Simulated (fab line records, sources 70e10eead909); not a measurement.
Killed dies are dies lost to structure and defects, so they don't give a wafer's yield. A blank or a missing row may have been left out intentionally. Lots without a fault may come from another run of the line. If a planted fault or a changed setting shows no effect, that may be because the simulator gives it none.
fab line records | flow nand-harc
record lots=7 | wafers=21 | last-day=33
route steps=1302 shown A_SGD_CUT@893 END@1302
lots untouched by any fault: they come from a run of this same line in which no faults occurred
start-h: hours from the record's opening day to when the first of the lot's shown wafers began | wait-h: how many hours have passed since the lot's step before this one | " as in the row above | L1.1+2: a row that stands for several wafers | - either no value or no given start | * or withheld: withheld | < > ~ a bound
route shown NAME@n: names a module that has steps shown in the file, with the first one's number in the route | usual: mean and standard deviation over wafers with no fault | same: alike in all rows | chamber/n: place in a boat | sites: the reading at each site | _std_site: the standard deviation of these | _edge_site: mean of outer sites minus mean of inner sites | radius-mm: for every site, how far away it sits from the centre of the wafer | mask NAME#n: copy n | behind: the last tool/chamber to shape the wafer | hold: reason for holding the lot/hours on hold/outcome of the hold | device: names the non-switching transistor (n, p or np) | end of line: the same wafers' tests at the end of the route | a step given without rows: its recipe and nothing more | killed: the dies lost at the first sort to structure and to defects; this is not the yield of the wafer | map: per-die view of a wafer (x killed, . not killed, _ where there is no die)
set.NAME: the setting as run; set.NAME@STEP: as run at that earlier step | model.NAME: the simulator's own value behind a step, which no gauge read
a table for each step, a row for each wafer; lots at some steps of the route
services: the hour from which a tool's chamber was out of use, counted from the record's first day as start-h (under 0 if before that day), plus the number of hours and why
## steps
# step NHARC_A_SGD_CUT_COAT_56
# recipe temp-c=260 | time-s=75
# step NHARC_A_SGD_CUT_COAT_57
# recipe temp-c=225 | time-s=65
# step NHARC_A_SGD_CUT_COAT_03
# recipe spin-rpm=1500 | resist-thk-nm=90
# step NHARC_A_SGD_CUT_SOFTBAKE_04
# recipe temp-c=105 | time-s=55
# step NHARC_A_SGD_CUT_EBR_05
# step NHARC_A_SGD_CUT_EXPOSE_06
# recipe na=1.35 | dose-mj=85.59 | mask-id=SGD
# step NHARC_A_SGD_CUT_PEB_07
# recipe peb-temp-c=100 | peb-time-s=65
# step NHARC_A_SGD_CUT_DEVELOP_08
# recipe develop-time-s=35 | dev-temp-c=23
# step NHARC_A_SGD_CUT_CD_MEAS_09
# recipe target-cd-nm=100 | landing-energy-ev=500
# usual cd-nm=100.1/0.57
# same landing-energy-ev=500
lot.wafer | tool      | chamber | start-h | wait-h | cd-nm
L266.2    | cd-sem-01 | 0       | 495.30  | -      | 100.3
L266.3    | "         | 0       | "       | "      | 100.0
L266.4    | "         | 0       | "       | "      | 99.7
L269.1    | cd-sem-01 | 0       | 495.33  | -      | 100.2
L269.2    | "         | 0       | "       | "      | 101.2
L269.5    | "         | 0       | "       | "      | 100.4
L275.3    | cd-sem-03 | 0       | 545.80  | -      | 99.6
L275.4    | "         | 0       | "       | "      | 100.3
L275.6    | "         | 0       | "       | "      | 100.6
L274.2    | cd-sem-02 | 0       | 547.15  | -      | 99.8
L274.3    | "         | 0       | "       | "      | 100.3
L274.6    | "         | 0       | "       | "      | 100.8
L276.4    | cd-sem-02 | 0       | 567.21  | -      | 100.1
L276.5    | "         | 0       | "       | "      | 99.8
L276.6    | "         | 0       | "       | "      | 99.9
L285.4    | cd-sem-02 | 0       | 659.41  | -      | 99.1
L285.5    | "         | 0       | "       | "      | 100.7
L285.6    | "         | 0       | "       | "      | 99.7
L286.2    | cd-sem-02 | 0       | 659.69  | -      | 99.9
L286.3    | "         | 0       | "       | "      | 98.9
L286.4    | "         | 0       | "       | "      | 98.9
# step NHARC_A_SGD_CUT_OVL_MEAS_10
# usual overlay-x-nm=0.0/0.73 | overlay-y-nm=0.0/0.71
lot.wafer | tool       | chamber | start-h | wait-h | overlay-x-nm | overlay-y-nm
L266.2    | overlay-02 | -       | 495.39  | -      | 1.7          | 1.1
L266.3    | "          | -       | "       | "      | 0.2          | 1.4
L266.4    | "          | -       | "       | "      | 1.4          | 1.2
L269.1    | overlay-02 | -       | 495.42  | -      | 1.0          | 1.4
L269.2    | "          | -       | "       | "      | 0.2          | 0.9
L269.5    | "          | -       | "       | "      | 0.4          | 0.4
L275.3    | overlay-02 | -       | 545.88  | -      | -0.2         | -1.0
L275.4    | "          | -       | "       | "      | -0.5         | -0.6
L275.6    | "          | -       | "       | "      | -0.1         | -0.5
L274.2    | overlay-02 | -       | 547.23  | -      | -0.7         | 0.3
L274.3    | "          | -       | "       | "      | 0.1          | -0.8
L274.6    | "          | -       | "       | "      | 0.3          | -0.8
L276.4    | overlay-02 | -       | 567.29  | -      | -1.4         | 0.1
L276.5    | "          | -       | "       | "      | -1.1         | 0.1
L276.6    | "          | -       | "       | "      | -1.2         | 0.5
L285.4    | overlay-01 | -       | 659.51  | -      | 1.4          | 0.5
L285.5    | "          | -       | "       | "      | 1.0          | 0.0
L285.6    | "          | -       | "       | "      | 1.6          | -0.2
L286.2    | overlay-01 | -       | 659.78  | -      | 0.0          | 0.0
L286.3    | "          | -       | "       | "      | 0.2          | 0.1
L286.4    | "          | -       | "       | "      | 0.0          | 0.6
# step NHARC_A_SGD_CUT_INSPECT_11
# usual raw-defect-count=53/29
lot.wafer | tool              | chamber | start-h | wait-h | raw-defect-count
L266.2    | defect-inspect-02 | -       | 495.42  | 0.0    | 112
L266.3    | "                 | -       | "       | "      | 107
L266.4    | "                 | -       | "       | "      | 107
L269.1    | defect-inspect-01 | -       | 495.45  | 0.0    | 115
L269.2    | "                 | -       | "       | "      | 108
L269.5    | "                 | -       | "       | "      | 114
L275.3    | defect-inspect-02 | -       | 545.92  | 0.0    | 69
L275.4    | "                 | -       | "       | "      | 81
L275.6    | "                 | -       | "       | "      | 63
L274.2    | defect-inspect-02 | -       | 547.27  | 0.0    | 39
L274.3    | "                 | -       | "       | "      | 51
L274.6    | "                 | -       | "       | "      | 35
L276.4    | defect-inspect-01 | -       | 567.33  | 0.0    | 57
L276.5    | "                 | -       | "       | "      | 50
L276.6    | "                 | -       | "       | "      | 68
L285.4    | defect-inspect-01 | -       | 659.54  | 0.0    | 12
L285.5    | "                 | -       | "       | "      | 9
L285.6    | "                 | -       | "       | "      | 16
L286.2    | defect-inspect-02 | -       | 659.82  | 0.0    | 46
L286.3    | "                 | -       | "       | "      | 50
L286.4    | "                 | -       | "       | "      | 44
# step NHARC_A_SGD_CUT_DESCUM_14
# recipe time-s=3 | o2-flow-sccm=200 | ar-flow-sccm=0 | bias-power-w=0 | chemistry=O2
# usual drypump-motor-current-A=5.9/0.41 | o2-flow-sccm=200.0/0.65 | oes-product-au=1.007/0.012 | rf-vpp-V=57.8/0.9 | showerhead-plenum-p-Torr=1.91/0.079 | throttle-valve-pct=11.312/0.0099
lot.wafer | tool        | chamber | start-h | wait-h | drypump-motor-current-A | o2-flow-sccm | oes-product-au | rf-hours-counter-h | rf-vpp-V | showerhead-plenum-p-Torr | throttle-valve-pct
L266.4    | rie-diel-10 | 1       | 495.49  | 0.1    | 5.4                     | 199.4        | 1.015          | 4                  | 57.4     | 1.79                     | 11.304
L266.3    | "           | 2       | "       | "      | 5.5                     | 200.1        | 0.994          | 4                  | 59.2     | 1.88                     | 11.306
L266.2    | "           | 3       | "       | "      | 5.9                     | 200.3        | 0.999          | 5                  | 57.0     | 1.97                     | 11.303
L269.1    | rie-diel-01 | 1       | 495.53  | 0.1    | 5.4                     | 199.6        | 0.999          | 7                  | 58.1     | 2.04                     | 11.314
L269.2    | "           | 2       | "       | "      | 6.6                     | 199.6        | 1.016          | 7                  | 57.2     | 1.79                     | 11.318
L269.5    | "           | 3       | "       | "      | 6.2                     | 200.6        | 1.016          | -                  | 56.9     | 1.86                     | 11.317
L275.3    | rie-diel-01 | 2       | 545.99  | 0.1    | 6.6                     | 200.9        | 1.037          | 11                 | 56.8     | 1.78                     | 11.308
L275.4    | "           | 3       | "       | "      | 6.2                     | 201.4        | 1.028          | 10                 | 58.3     | 1.85                     | 11.318
L275.6    | "           | 1       | "       | "      | 5.4                     | 200.1        | 1.005          | -                  | 58.5     | 2.04                     | 11.303
L274.2    | rie-diel-07 | 0       | 547.34  | 0.1    | 5.5                     | 200.1        | 1.020          | 7                  | 57.7     | 1.97                     | 11.316
L274.3    | "           | 1       | "       | "      | 5.4                     | 200.4        | 0.999          | 6                  | 56.1     | 1.93                     | 11.316
L274.6    | "           | 0       | "       | "      | 5.5                     | 200.6        | 1.008          | -                  | 58.2     | 1.97                     | 11.307
L276.4    | rie-diel-01 | 1       | 567.41  | 0.1    | 5.4                     | 200.7        | 1.020          | 0                  | 58.7     | 2.04                     | 11.311
L276.5    | "           | 3       | "       | "      | 6.2                     | 200.0        | 1.017          | -                  | 57.8     | 1.85                     | 11.307
L276.6    | "           | 0       | "       | "      | 6.0                     | 199.5        | 1.001          | -                  | 57.6     | 1.99                     | 11.316
L285.4    | rie-diel-10 | 3       | 659.61  | 0.1    | 5.9                     | 201.2        | 1.003          | 4                  | 58.4     | 1.97                     | 11.308
L285.6    | "           | 2       | "       | "      | 5.5                     | 200.1        | 0.994          | -                  | 58.2     | 1.88                     | 11.291
L285.5    | "           | 3       | "       | "      | 5.9                     | 200.2        | 1.011          | -                  | 57.3     | 1.97                     | 11.321
L286.2    | rie-diel-01 | 1       | 659.88  | 0.1    | 5.4                     | 200.1        | 1.004          | 7                  | 57.8     | 2.04                     | 11.326
L286.3    | "           | 0       | "       | "      | 6.0                     | 200.4        | 0.995          | 7                  | 58.5     | 1.99                     | 11.308
L286.4    | "           | 2       | "       | "      | 6.6                     | 200.3        | 1.002          | -                  | 57.0     | 1.78                     | 11.303
# step NHARC_A_SGD_CUT_ETCH_58
# recipe target-depth-a=390 | over-etch-frac=0.3 | time-s=65 | ion-energy-ev=80 | cf4-flow-sccm=150 | ar-flow-sccm=0 | rf-w=300 | bias-w=100 | chemistry=CF4
# usual bias-w=100.04/0.29 | cf4-flow-sccm=150.0/0.47 | drypump-motor-current-A=5.8/0.4 | oes-product-au=1.007/0.011 | rf-fwd-power-W=297.3/1.1 | rf-vpp-V=151.4/1.1 | showerhead-plenum-p-Torr=1.78/0.069 | throttle-valve-pct=13.283/0.0092
lot.wafer | tool        | chamber | start-h | wait-h | bias-w | cf4-flow-sccm | drypump-motor-current-A | oes-product-au | rf-fwd-power-W | rf-hours-counter-h | rf-vpp-V | showerhead-plenum-p-Torr | throttle-valve-pct
L266.3    | rie-diel-10 | 3       | 495.57  | 0.1    | 100.24 | 149.3         | 5.9                     | 1.001          | 298.4          | 5                  | 152.7    | 1.82                     | 13.278
L266.4    | "           | 1       | "       | "      | 100.04 | 149.5         | 5.4                     | 1.019          | 295.6          | 4                  | 150.7    | 1.66                     | 13.293
L266.2    | "           | 2       | "       | "      | 99.72  | 150.2         | 5.5                     | 0.993          | 297.1          | 4                  | 150.0    | 1.74                     | 13.306
L269.1    | rie-diel-01 | 1       | 495.61  | 0.1    | 100.36 | 149.9         | 5.4                     | 1.003          | 298.6          | 7                  | 153.8    | 1.88                     | 13.284
L269.2    | "           | 3       | "       | "      | 100.09 | 150.3         | 6.2                     | 1.029          | 298.2          | 7                  | 152.7    | 1.72                     | 13.295
L269.5    | "           | 0       | "       | "      | 99.95  | 149.7         | 6.0                     | 0.991          | 295.9          | -                  | 151.4    | 1.84                     | 13.276
L275.3    | rie-diel-01 | 2       | 546.07  | 0.1    | -      | -             | -                       | -              | -              | -                  | -        | -                        | -
L275.4    | "           | 0       | "       | "      | -      | -             | -                       | -              | -              | -                  | -        | -                        | -
L275.6    | "           | 1       | "       | "      | -      | -             | -                       | -              | -              | -                  | -        | -                        | -
L274.3    | rie-diel-07 | 3       | 547.41  | 0.1    | -      | -             | -                       | -              | -              | -                  | -        | -                        | -
L274.2    | "           | 1       | "       | "      | -      | -             | -                       | -              | -              | -                  | -        | -                        | -
L274.6    | "           | 3       | "       | "      | -      | -             | -                       | -              | -              | -                  | -        | -                        | -
L276.4    | rie-diel-01 | 1       | 567.48  | 0.1    | -      | -             | -                       | -              | -              | -                  | -        | -                        | -
L276.5    | "           | 0       | "       | "      | -      | -             | -                       | -              | -              | -                  | -        | -                        | -
L276.6    | "           | 1       | "       | "      | -      | -             | -                       | -              | -              | -                  | -        | -                        | -
L285.4    | rie-diel-10 | 3       | 659.71  | 0.1    | 100.19 | 149.8         | 5.9                     | 1.008          | 299.1          | 4                  | 153.8    | 1.82                     | 13.292
L285.6    | "           | 0       | "       | "      | 100.52 | 150.0         | 5.9                     | 1.002          | 296.5          | -                  | 152.5    | 1.79                     | 13.269
L285.5    | "           | 1       | "       | "      | 99.86  | 150.2         | 5.4                     | 1.009          | 297.7          | -                  | 151.2    | 1.66                     | 13.284
L286.2    | rie-diel-01 | 0       | 659.98  | 0.1    | 100.70 | 149.4         | 6.0                     | 1.016          | 296.7          | 7                  | 153.5    | 1.84                     | 13.289
L286.3    | "           | 1       | "       | "      | 100.37 | 149.8         | 5.4                     | 1.020          | 299.4          | 7                  | 153.4    | 1.87                     | 13.289
L286.4    | "           | 2       | "       | "      | 99.77  | 149.2         | 6.5                     | 1.010          | 298.1          | -                  | 148.9    | 1.66                     | 13.278
# step NHARC_A_SGD_CUT_ETCH_59
# recipe target-depth-a=2600 | over-etch-frac=0.25 | time-s=406.25 | ion-energy-ev=200 | n2-flow-sccm=150 | h2-flow-sccm=150 | ar-flow-sccm=0 | rf-w=400 | bias-w=150 | chemistry=N2/H2
# usual bias-w=150.0/0.45 | chamber-pressure-mTorr=30.000/0.024 | drypump-motor-current-A=5.9/0.4 | oes-product-au=1.008/0.011 | rf-fwd-power-W=399.2/1.2 | rf-vpp-V=430.7/2.6 | showerhead-plenum-p-Torr=2.05/0.087 | throttle-valve-pct=14.172/0.0087
lot.wafer | tool        | chamber | start-h | wait-h | bias-w | chamber-pressure-mTorr | drypump-motor-current-A | oes-product-au | rf-fwd-power-W | rf-hours-counter-h | rf-vpp-V | showerhead-plenum-p-Torr | throttle-valve-pct
L266.3    | rie-diel-10 | 1       | -       | -      | 150.3  | 30.038                 | 5.4                     | 0.999          | 399.0          | 4                  | 426.5    | 1.90                     | 14.169
L266.2    | "           | 3       | "       | "      | 149.5  | 29.988                 | 5.9                     | 0.996          | 398.8          | 5                  | 431.5    | 2.10                     | 14.186
L266.4    | "           | 0       | "       | "      | 150.8  | 29.961                 | 5.9                     | 1.024          | 400.5          | 5                  | 430.4    | 2.07                     | 14.167
L269.2    | rie-diel-01 | 1       | -       | -      | 150.1  | 30.008                 | 5.5                     | 1.006          | 398.5          | 7                  | 434.5    | 2.18                     | 14.171
L269.1    | "           | 0       | "       | "      | 150.2  | 30.009                 | 6.0                     | 0.994          | 400.8          | 7                  | 432.2    | 2.13                     | 14.165
L269.5    | "           | 1       | "       | "      | 150.6  | 30.007                 | 5.4                     | 1.007          | 399.1          | -                  | 434.5    | 2.18                     | 14.166
L275.4    | rie-diel-01 | 0       | 546.15  | 0.1    | 150.7  | 30.007                 | 6.0                     | 1.009          | 399.5          | 10                 | 432.4    | 2.13                     | 14.171
L275.3    | "           | 2       | "       | "      | 149.8  | 29.969                 | 6.6                     | 1.032          | 398.8          | 11                 | 426.6    | 1.90                     | 14.171
L275.6    | "           | 0       | "       | "      | 150.4  | 29.999                 | 6.0                     | 0.995          | 399.5          | -                  | 433.0    | 2.13                     | 14.169
L274.2    | rie-diel-07 | 3       | 547.51  | 0.1    | 151.1  | 29.963                 | 5.9                     | 1.001          | 397.9          | 5                  | 429.9    | 2.06                     | 14.174
L274.3    | "           | 1       | "       | "      | 150.8  | 29.982                 | 5.4                     | 0.997          | 398.4          | 6                  | 430.4    | 2.06                     | 14.169
L274.6    | "           | 0       | "       | "      | 149.6  | 30.023                 | 5.5                     | 1.009          | 397.9          | -                  | 433.4    | 2.10                     | 14.153
L276.4    | rie-diel-01 | 1       | 567.62  | 0.1    | 150.1  | 29.980                 | 5.4                     | 1.024          | 397.6          | 0                  | 434.5    | 2.18                     | 14.174
L276.6    | "           | 3       | "       | "      | 149.4  | 30.004                 | 6.2                     | 1.021          | 398.6          | -                  | 428.8    | 1.97                     | 14.168
L276.5    | "           | 0       | "       | "      | 149.9  | 29.993                 | 6.0                     | 1.001          | 399.3          | -                  | 433.7    | 2.13                     | 14.176
L285.4    | rie-diel-10 | 0       | -       | -      | 150.4  | 29.981                 | 5.9                     | 1.016          | 399.7          | 4                  | 433.0    | 2.07                     | 14.160
L285.6    | "           | 2       | "       | "      | 150.5  | 30.033                 | 5.5                     | 1.012          | 400.2          | -                  | 429.4    | 2.00                     | 14.158
L285.5    | "           | 3       | "       | "      | 150.6  | 29.978                 | 5.9                     | 1.015          | 398.7          | -                  | 432.6    | 2.10                     | 14.165
L286.3    | rie-diel-01 | 0       | -       | -      | 149.9  | 30.011                 | 6.0                     | 0.998          | 399.2          | 7                  | 431.8    | 2.13                     | 14.153
L286.2    | "           | 1       | "       | "      | 149.7  | 29.957                 | 5.4                     | 1.008          | 399.2          | 7                  | 433.2    | 2.17                     | 14.173
L286.4    | "           | 2       | "       | "      | 150.0  | 30.008                 | 6.6                     | 0.987          | 400.0          | -                  | 425.3    | 1.90                     | 14.171
# step NHARC_END_SORT_01
# recipe temp-c=25
# usual killed-at-array=59/21 | killed-at-other=1.0/1.1 | killed-at-periphery=4.0/2.6 | killed-dies=64/21 | killed-open=3.2/1.7 | killed-short=2.5/1.5
# same gross-dies=677
lot.wafer | tool      | chamber | start-h | wait-h | killed-at-array | killed-at-other | killed-at-periphery | killed-dies | killed-open | killed-short
L274.2    | prober-01 | 0       | 674.20  | 2.8    | 675             | 0               | 2                   | 677         | 4           | 1
L274.3    | prober-01 | 0       | 674.99  | 3.1    | 672             | 2               | 3                   | 677         | 5           | 3
L274.6    | prober-01 | 0       | 677.38  | 4.0    | 675             | 0               | 2                   | 677         | 4           | 7
L275.3    | prober-02 | 0       | 675.03  | 3.1    | 675             | 1               | 1                   | 677         | 2           | 2
L275.4    | prober-02 | 0       | 675.83  | 3.4    | 675             | 0               | 2                   | 677         | 1           | 1
L275.6    | prober-02 | 0       | 677.44  | 4.0    | 672             | 1               | 4                   | 677         | 1           | 3
L276.4    | prober-01 | 0       | 697.18  | 3.4    | 667             | 1               | 9                   | 677         | 5           | 3
L276.5    | prober-01 | 0       | 697.99  | 3.7    | 667             | 0               | 10                  | 677         | 1           | 3
L276.6    | prober-01 | 0       | 698.80  | 4.0    | 668             | 2               | 7                   | 677         | 5           | 5
# killed by level:class
L274.2 A_SGD_CUT:area-etch=630 A_CHANNEL_HOLE_D2:chamber-film-flake=22 A_CHANNEL_HOLE_D1:chamber-film-flake=9 A_CONTACT:chamber-film-flake=4 A_CHANNEL_FILL_D1:chamber-film-flake=3 A_STAIRCASE:chamber-film-flake=2 P_GATE:geometric-particle:open=1 A_ONON_D1:geometric-particle:short=1
L274.3 A_SGD_CUT:area-etch=618 A_CHANNEL_HOLE_D2:chamber-film-flake=26 A_CHANNEL_HOLE_D1:chamber-film-flake=10 A_CONTACT:chamber-film-flake=5 A_DECK1_JOINT:chamber-film-flake=4 A_CHANNEL_FILL_D1:geometric-particle:open=3 P_STI:geometric-particle:short=2 THIN_TSV:chamber-film-flake=2
L275.3 A_SGD_CUT:area-etch=591 A_CHANNEL_HOLE_D1:chamber-film-flake=36 A_SLIT:chamber-film-flake=31 A_CHANNEL_HOLE_D2:chamber-film-flake=11 A_SOURCE_PLATE:geometric-particle:short=1 A_DECK1_JOINT:geometric-particle:open=1 A_ONON_D2:geometric-particle:short=1 A_BLC:geometric-particle:open=1
L275.4 A_SGD_CUT:area-etch=586 A_CHANNEL_HOLE_D1:chamber-film-flake=34 A_SLIT:chamber-film-flake=34 A_CHANNEL_HOLE_D2:chamber-film-flake=18 P_BONDPAD:chamber-film-flake=2 A_CHANNEL_HOLE_D1:geometric-particle:short=1 A_BLC:geometric-particle:open=1 A_STAIRCASE:chamber-film-flake=1
L274.6 A_SGD_CUT:area-etch=637 A_CHANNEL_HOLE_D2:chamber-film-flake=13 A_CHANNEL_HOLE_D1:chamber-film-flake=7 A_WL_FILL:geometric-particle:short=3 A_DECK1_JOINT:chamber-film-flake=3 A_SLIT:chamber-film-flake=2 P_M0:geometric-particle:open=1 A_SOURCE_PLATE:geometric-particle:short=1
L275.6 A_SGD_CUT:area-etch=593 A_SLIT:chamber-film-flake=32 A_CHANNEL_HOLE_D1:chamber-film-flake=26 A_CHANNEL_HOLE_D2:chamber-film-flake=14 A_ZERO_WELL:chamber-film-flake=3 P_STI:geometric-particle:short=1 P_CONTACT:geometric-particle:open=1 A_DECK1_JOINT:geometric-particle:short=1
L276.4 A_SGD_CUT:area-etch=586 A_SLIT:chamber-film-flake=32 A_CHANNEL_HOLE_D1:chamber-film-flake=30 A_SGD_CUT:chamber-film-flake=5 P_ZERO_WELL:chamber-film-flake=4 P_M2:chamber-film-flake=4 A_CONTACT:chamber-film-flake=3 A_CHANNEL_FILL_D2:geometric-particle:open=2
L276.5 A_SGD_CUT:area-etch=581 A_SLIT:chamber-film-flake=41 A_CHANNEL_HOLE_D1:chamber-film-flake=31 A_CONTACT:chamber-film-flake=7 P_M2:chamber-film-flake=5 P_STI:chamber-film-flake=3 A_SGD_CUT:chamber-film-flake=2 P_CONTACT:geometric-particle:short=1
L276.6 A_SGD_CUT:area-etch=588 A_CHANNEL_HOLE_D1:chamber-film-flake=31 A_SLIT:chamber-film-flake=30 A_SGD_CUT:chamber-film-flake=5 A_CHANNEL_HOLE_D1:geometric-particle:open=2 P_ZERO_WELL:chamber-film-flake=2 P_M2:chamber-film-flake=2 A_WL_FILL:chamber-film-flake=2
# map L274.2 (x killed, . not)
____________x____________
_________xxxxxxx_________
_______xxxxxxxxxxx_______
______xxxxxxxxxxxxx______
_____xxxxxxxxxxxxxxx_____
____xxxxxxxxxxxxxxxxx____
____xxxxxxxxxxxxxxxxx____
___xxxxxxxxxxxxxxxxxxx___
___xxxxxxxxxxxxxxxxxxx___
__xxxxxxxxxxxxxxxxxxxxx__
__xxxxxxxxxxxxxxxxxxxxx__
_xxxxxxxxxxxxxxxxxxxxxxx_
_xxxxxxxxxxxxxxxxxxxxxxx_
_xxxxxxxxxxxxxxxxxxxxxxx_
_xxxxxxxxxxxxxxxxxxxxxxx_
_xxxxxxxxxxxxxxxxxxxxxxx_
xxxxxxxxxxxxxxxxxxxxxxxxx
xxxxxxxxxxxxxxxxxxxxxxxxx
xxxxxxxxxxxxxxxxxxxxxxxxx
xxxxxxxxxxxxxxxxxxxxxxxxx
xxxxxxxxxxxxxxxxxxxxxxxxx
_xxxxxxxxxxxxxxxxxxxxxxx_
_xxxxxxxxxxxxxxxxxxxxxxx_
_xxxxxxxxxxxxxxxxxxxxxxx_
_xxxxxxxxxxxxxxxxxxxxxxx_
_xxxxxxxxxxxxxxxxxxxxxxx_
__xxxxxxxxxxxxxxxxxxxxx__
__xxxxxxxxxxxxxxxxxxxxx__
___xxxxxxxxxxxxxxxxxxx___
___xxxxxxxxxxxxxxxxxxx___
____xxxxxxxxxxxxxxxxx____
____xxxxxxxxxxxxxxxxx____
_____xxxxxxxxxxxxxxx_____
______xxxxxxxxxxxxx______
_______xxxxxxxxxxx_______
_________xxxxxxx_________
____________x____________
# map L275.3 (x killed, . not)
____________x____________
_________xxxxxxx_________
_______xxxxxxxxxxx_______
______xxxxxxxxxxxxx______
_____xxxxxxxxxxxxxxx_____
____xxxxxxxxxxxxxxxxx____
____xxxxxxxxxxxxxxxxx____
___xxxxxxxxxxxxxxxxxxx___
___xxxxxxxxxxxxxxxxxxx___
__xxxxxxxxxxxxxxxxxxxxx__
__xxxxxxxxxxxxxxxxxxxxx__
_xxxxxxxxxxxxxxxxxxxxxxx_
_xxxxxxxxxxxxxxxxxxxxxxx_
_xxxxxxxxxxxxxxxxxxxxxxx_
_xxxxxxxxxxxxxxxxxxxxxxx_
_xxxxxxxxxxxxxxxxxxxxxxx_
xxxxxxxxxxxxxxxxxxxxxxxxx
xxxxxxxxxxxxxxxxxxxxxxxxx
xxxxxxxxxxxxxxxxxxxxxxxxx
xxxxxxxxxxxxxxxxxxxxxxxxx
xxxxxxxxxxxxxxxxxxxxxxxxx
_xxxxxxxxxxxxxxxxxxxxxxx_
_xxxxxxxxxxxxxxxxxxxxxxx_
_xxxxxxxxxxxxxxxxxxxxxxx_
_xxxxxxxxxxxxxxxxxxxxxxx_
_xxxxxxxxxxxxxxxxxxxxxxx_
__xxxxxxxxxxxxxxxxxxxxx__
__xxxxxxxxxxxxxxxxxxxxx__
___xxxxxxxxxxxxxxxxxxx___
___xxxxxxxxxxxxxxxxxxx___
____xxxxxxxxxxxxxxxxx____
____xxxxxxxxxxxxxxxxx____
_____xxxxxxxxxxxxxxx_____
______xxxxxxxxxxxxx______
_______xxxxxxxxxxx_______
_________xxxxxxx_________
____________x____________
## services
tool        | chamber | start-h | hours | kind
rie-diel-07 | 3       | 484.98  | 10.3  | repair
rie-diel-01 | 0       | 487.88  | -     | clean
rie-diel-01 | 1       | 487.88  | -     | clean
rie-diel-01 | 2       | 487.88  | -     | clean
rie-diel-01 | 3       | 487.88  | -     | clean
rie-diel-10 | 0       | 499.74  | 4.9   | repair
rie-diel-10 | 2       | 509.50  | 4.9   | repair
rie-diel-01 | 0       | 512.38  | -     | clean
rie-diel-01 | 1       | 512.38  | -     | clean
rie-diel-01 | 2       | 512.38  | -     | clean
rie-diel-01 | 3       | 512.38  | -     | clean
rie-diel-07 | 2       | 516.20  | 3.2   | repair
rie-diel-01 | 0       | 536.88  | -     | clean
rie-diel-01 | 1       | 536.88  | -     | clean
rie-diel-01 | 2       | 536.88  | -     | clean
rie-diel-01 | 0       | 555.35  | 1.4   | repair
rie-diel-01 | -       | 557.80  | 9.0   | pm
rie-diel-07 | 1       | 582.54  | 3.6   | repair
rie-diel-01 | 2       | 585.60  | 7.8   | repair
rie-diel-10 | -       | 596.50  | 9.0   | pm
rie-diel-07 | 3       | 603.12  | 7.9   | repair
rie-diel-01 | 3       | 637.68  | 29.2  | repair
rie-diel-07 | 3       | 644.79  | 21.4  | repair
rie-diel-07 | -       | 648.26  | 9.0   | pm
## key
first-sign step=NHARC_A_SGD_CUT_ETCH_58 | reading=tool-record | direction=missing
effect step=NHARC_END_SORT_01 | reading=killed-at-array | direction=up | sigmas=29 | usual=59 | struck=672
more-kills-born-at NHARC_A_SGD_CUT_ETCH_58@rie-diel-01=3518 | NHARC_A_SGD_CUT_ETCH_58@rie-diel-07=1885
met-at NHARC_A_SGD_CUT_ETCH_58
struck-wafers L274.2,L274.3,L274.6,L275.3,L275.4,L275.6,L276.4,L276.5,L276.6
later-rows-left-out L274.2,L274.3,L274.6,L275.3,L275.4,L275.6,L276.4,L276.5,L276.6
tester-left-out L274,L275,L276
onset-between 495.61 546.07
fault kind=skipped-step-whole | tool=rie-diel-01,rie-diel-07 | chamber=- | onset-h=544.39 | steps=NHARC_A_SGD_CUT_ETCH_58 | scope=struck-lots-only
# tester-left-out: of these lots the tester's yield and bins aren't shown, on N5 and GAA mostly nor the transistor test; their killed dies are dies lost to structure and defects alone, not to doping, threshold or leakage, so they don't give the yield
# later-rows-left-out: the simulator's readings of these wafers behind a module that went badly wrong aren't trusted and aren't shown, but for the sort
